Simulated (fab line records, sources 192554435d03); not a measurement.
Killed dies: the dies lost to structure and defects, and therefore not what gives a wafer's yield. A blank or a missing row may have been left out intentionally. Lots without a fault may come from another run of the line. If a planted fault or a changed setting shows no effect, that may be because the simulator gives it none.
Chamber matching -- flow n5-finfet -- ald-sin-03 running N5_FIN_SAQP_SPACER1_ALD_24: 4 sister chambers
The step deposits SiO2, target thk 20.3 nm, pulse time 1 s, purge time 2 s. 8 wafers are shown with their chamber, then 8 later ones without.

EACH WAFER AND ITS CHAMBER
wafer,chamber,heater-power-w (W),precursor-pulse-height-rel
L077.4,0,499,0.967
L081.1,0,488,1.000
L082.4,2,435,0.995
L082.5,3,497,0.977
L083.1,1,466,0.999
L083.4,3,483,1.013
L083.5,1,467,1.013
L088.1,2,477,1.009

WAFERS WITHOUT THEIR CHAMBER
wafer,heater-power-w (W),precursor-pulse-height-rel
L088.2,468,1.021
L088.5,470,1.019
L095.1,460,0.995
L095.4,466,0.985
L095.6,444,1.009
L096.2,444,0.997
L096.4,483,1.008
L096.5,461,0.998

WHICH CHAMBER EACH WENT THROUGH
wafer,from the rows above,in truth
L088.2,can't be placed: 1 or 2 or 3 or 0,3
L088.5,can't be placed: 1 or 2 or 3 or 0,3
L095.1,can't be placed: 2 or 1 or 3 or 0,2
L095.4,can't be placed: 2 or 1 or 3 or 0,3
L095.6,can't be placed: 2 or 1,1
L096.2,can't be placed: 2 or 1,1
L096.4,can't be placed: 3 or 1 or 0 or 2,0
L096.5,can't be placed: 2 or 1 or 3 or 0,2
Correctly placed: 0 of 8. These rows do not allow placing 8 (true chamber among the candidates in 8). Placed wrongly: 0.
How it was worked out, from the rows above alone: a wafer's distance from a chamber is the root of the sum, over the readings, of the square of ((its reading less the chamber's mean) divided by the reading's scatter). The wafer belongs to the nearest chamber; if the next one is less than 2 further off, it can't be placed. For every chamber, the mean is computed from those of its wafers that are shown. The scatter: take each reading less its chamber's mean, square it, sum over the shown wafers, divide by the number of wafers less the number of chambers, and take the root.
